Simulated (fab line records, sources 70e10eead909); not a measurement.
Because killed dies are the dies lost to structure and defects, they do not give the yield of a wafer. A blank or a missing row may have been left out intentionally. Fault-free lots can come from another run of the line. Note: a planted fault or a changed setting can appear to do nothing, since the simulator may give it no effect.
What tool caused it? || flow nand_harc || 12 lots, 36 wafers sampled, at 5 steps of a route of 1159

## WHAT THE GAUGES READ, wafer by wafer
NHARC_A_CONTACT_CD_MEAS_08: the cd target is 100 nm.
{"lot": "L075", "measured": "day 17 05:07", "on": "cd_sem-03", "cd_nm (nm)": "100.0 99.8 100.2"}
{"lot": "L079", "measured": "day 17 10:21", "on": "cd_sem-02", "cd_nm (nm)": "100.0 100.5 100.8"}
{"lot": "L078", "measured": "day 17 18:11", "on": "cd_sem-02", "cd_nm (nm)": "100.6 100.9 100.6"}
{"lot": "L080", "measured": "day 18 18:03", "on": "cd_sem-02", "cd_nm (nm)": "100.6 100.4 100.1"}
{"lot": "L082", "measured": "day 19 09:24", "on": "cd_sem-01", "cd_nm (nm)": "100.3 99.9 100.6"}
{"lot": "L086", "measured": "day 20 00:48", "on": "cd_sem-03", "cd_nm (nm)": "100.4 100.5 99.7"}
{"lot": "L085", "measured": "day 20 07:28", "on": "cd_sem-03", "cd_nm (nm)": "99.8 100.9 100.5"}
{"lot": "L088", "measured": "day 20 15:42", "on": "cd_sem-03", "cd_nm (nm)": "99.9 99.7 100.4"}
{"lot": "L090", "measured": "day 21 10:31", "on": "cd_sem-02", "cd_nm (nm)": "100.6 100.2 101.5"}
{"lot": "L094", "measured": "day 21 17:25", "on": "cd_sem-03", "cd_nm (nm)": "100.2 100.7 100.9"}
{"lot": "L096", "measured": "day 22 07:43", "on": "cd_sem-01", "cd_nm (nm)": "100.4 100.1 100.3"}
{"lot": "L097", "measured": "day 22 22:22", "on": "cd_sem-02", "cd_nm (nm)": "100.9 100.8 100.1"}

## TOOL THAT RAN EACH LOT (tool first, then ch and the chambers of the sampled wafers, then the start)
{"lot": "L075", "NHARC_A_CONTACT_DEP_28": "acl_dep-01 ch 0, day 16 11:43", "NHARC_A_CONTACT_ETCH_127": "har_cap_etch-01 ch 0,1, day 17 00:28", "NHARC_A_CONTACT_ETCH_130": "har_cap_etch-01 ch 0,1, day 17 00:54", "NHARC_A_CONTACT_ETCH_91": "rie_diel-03 ch 0,1,2, day 17 01:56"}
{"lot": "L079", "NHARC_A_CONTACT_DEP_28": "acl_dep-01 ch 0, day 16 15:46", "NHARC_A_CONTACT_ETCH_127": "har_cap_etch-02 ch 0,1, day 17 04:09", "NHARC_A_CONTACT_ETCH_130": "har_cap_etch-02 ch 0,1, day 17 04:35", "NHARC_A_CONTACT_ETCH_91": "rie_diel-13 ch 1,3, day 17 05:35"}
{"lot": "L078", "NHARC_A_CONTACT_DEP_28": "acl_dep-01 ch 0, day 16 21:46", "NHARC_A_CONTACT_ETCH_127": "har_cap_etch-02 ch 0, day 17 09:49", "NHARC_A_CONTACT_ETCH_130": "har_cap_etch-02 ch 0, day 17 10:15", "NHARC_A_CONTACT_ETCH_91": "rie_diel-13 ch 0,2, day 17 11:29"}
{"lot": "L080", "NHARC_A_CONTACT_DEP_28": "acl_dep-01 ch 0, day 17 23:19", "NHARC_A_CONTACT_ETCH_127": "har_cap_etch-02 ch 0,1, day 18 12:37", "NHARC_A_CONTACT_ETCH_130": "har_cap_etch-02 ch 0,1, day 18 13:03", "NHARC_A_CONTACT_ETCH_91": "rie_diel-05 ch 0,1,3, day 18 14:02"}
{"lot": "L082", "NHARC_A_CONTACT_DEP_28": "acl_dep-03 ch 0, day 18 16:44", "NHARC_A_CONTACT_ETCH_127": "har_cap_etch-02 ch 0,1, day 19 04:14", "NHARC_A_CONTACT_ETCH_130": "har_cap_etch-02 ch 0,1, day 19 04:39", "NHARC_A_CONTACT_ETCH_91": "rie_diel-03 ch 0,1,2, day 19 05:53"}
{"lot": "L086", "NHARC_A_CONTACT_DEP_28": "acl_dep-01 ch 0, day 19 08:52", "NHARC_A_CONTACT_ETCH_127": "har_cap_etch-01 ch 0,1, day 19 19:58", "NHARC_A_CONTACT_ETCH_130": "har_cap_etch-01 ch 0,1, day 19 20:32", "NHARC_A_CONTACT_ETCH_91": "rie_diel-03 ch 0,3, day 19 21:42"}
{"lot": "L085", "NHARC_A_CONTACT_DEP_28": "acl_dep-02 ch 0, day 19 12:32", "NHARC_A_CONTACT_ETCH_127": "har_cap_etch-01 ch 0,1, day 20 01:16", "NHARC_A_CONTACT_ETCH_130": "har_cap_etch-01 ch 0,1, day 20 01:41", "NHARC_A_CONTACT_ETCH_91": "rie_diel-03 ch 1,2,3, day 20 02:40"}
{"lot": "L088", "NHARC_A_CONTACT_DEP_28": "acl_dep-02 ch 0, day 19 21:50", "NHARC_A_CONTACT_ETCH_127": "har_cap_etch-01 ch 0,1, day 20 11:01", "NHARC_A_CONTACT_ETCH_130": "har_cap_etch-01 ch 0,1, day 20 11:27", "NHARC_A_CONTACT_ETCH_91": "rie_diel-05 ch 0,1,2, day 20 12:28"}
{"lot": "L090", "NHARC_A_CONTACT_DEP_28": "acl_dep-02 ch 0, day 20 14:21", "NHARC_A_CONTACT_ETCH_127": "har_cap_etch-03 ch 0,1, day 21 02:12", "NHARC_A_CONTACT_ETCH_130": "har_cap_etch-03 ch 0,1, day 21 02:38", "NHARC_A_CONTACT_ETCH_91": "rie_diel-03 ch 1,2, day 21 03:37"}
{"lot": "L094", "NHARC_A_CONTACT_DEP_28": "acl_dep-01 ch 0, day 20 20:09", "NHARC_A_CONTACT_ETCH_127": "har_cap_etch-03 ch 0,1, day 21 10:55", "NHARC_A_CONTACT_ETCH_130": "har_cap_etch-03 ch 0,1, day 21 11:20", "NHARC_A_CONTACT_ETCH_91": "rie_diel-05 ch 0,1, day 21 12:18"}
{"lot": "L096", "NHARC_A_CONTACT_DEP_28": "acl_dep-01 ch 0, day 21 15:17", "NHARC_A_CONTACT_ETCH_127": "har_cap_etch-01 ch 0,1, day 22 01:53", "NHARC_A_CONTACT_ETCH_130": "har_cap_etch-01 ch 0,1, day 22 02:19", "NHARC_A_CONTACT_ETCH_91": "rie_diel-13 ch 1,2,3, day 22 03:22"}
{"lot": "L097", "NHARC_A_CONTACT_DEP_28": "acl_dep-03 ch 0, day 22 03:45", "NHARC_A_CONTACT_ETCH_127": "har_cap_etch-03 ch 0,1, day 22 16:37", "NHARC_A_CONTACT_ETCH_130": "har_cap_etch-03 ch 0,1, day 22 17:03", "NHARC_A_CONTACT_ETCH_91": "rie_diel-03 ch 1,2, day 22 18:02"}
- NHARC_A_CONTACT_DEP_28: deposits aC, target thk 3600 nm.
- NHARC_A_CONTACT_ETCH_127: etches the open film in C4F8/O2/Ar, time 155 s, target depth 956 nm.
- NHARC_A_CONTACT_ETCH_130: etches the open film in C4F8/O2/Ar, time 155 s, target depth 956 nm.
- NHARC_A_CONTACT_ETCH_91: etches the open film in CH3F/O2, target depth 40 nm, time 85.7 s.

## THE ANSWER, worked out from the rows above alone
Rule: the lots themselves supply what counts as usual. The widest of any qualifying gaps counts: lots, ordered by their means at a reading, are off when they make up no more than a third of the lots, leave a main group of 4 or more, and stand apart from it by 3 or more times the standard deviation of that group's means. Not used: any main group whose means are identical at the precision the tables above print for the reading. A lot without any number at a reading at which 4 lots or more have one is off too. Where the step has rows for the other lots, those lots are counted as sound.
None of the lots is off at any reading shown; this tells nothing.

## WHAT THE SIMULATOR PUT IN
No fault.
